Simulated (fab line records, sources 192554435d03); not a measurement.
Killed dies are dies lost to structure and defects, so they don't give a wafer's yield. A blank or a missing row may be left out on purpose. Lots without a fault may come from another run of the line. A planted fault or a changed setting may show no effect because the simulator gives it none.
Chamber matching | flow n5_finfet | N5_PASSIVATION_PECVD_00 on pecvd-03: 3 sister chambers
The step deposits SiO2 from SiH4/N2O, target thk 200 nm, time 11.2 s. 3 wafers are shown with their chamber, then 8 later ones without.

WAFERS WITH THEIR CHAMBER
wafer  | chamber | throttle_valve_pct (%)
L093.1 | 0       | 54
L093.5 | 2       | 50
L094.2 | 1       | 53

WAFERS WITHOUT THEIR CHAMBER
wafer  | throttle_valve_pct (%)
L094.3 | 54
L094.5 | 51
L095.1 | 51
L095.2 | 54
L095.4 | 51
L097.2 | 54
L097.3 | 54
L097.6 | 51

WHICH CHAMBER EACH WENT THROUGH
wafer  | from the rows above     | in truth
L094.3 | can't be placed: 0 or 1 | 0
L094.5 | can't be placed: 2 or 1 | 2
L095.1 | can't be placed: 2 or 1 | 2
L095.2 | can't be placed: 0 or 1 | 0
L095.4 | can't be placed: 2 or 1 | 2
L097.2 | can't be placed: 0 or 1 | 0
L097.3 | can't be placed: 0 or 1 | 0
L097.6 | can't be placed: 2 or 1 | 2
Placed correctly: 0 of 8. Can't be placed from these rows: 8 (the true chamber is among the candidates in 8). Placed wrongly: 0.
How it was worked out, from the rows above alone: a wafer's distance from a chamber is the root of the sum, over the readings, of the square of ((its reading less the chamber's mean) divided by the reading's scatter). The wafer belongs to the nearest chamber; if the next one is less than 2 further off, it can't be placed. A chamber's mean is the mean of its shown wafers. The scatter: with one shown wafer a chamber, the root of the mean of the squares of how far each hidden wafer lies from its nearest shown one.
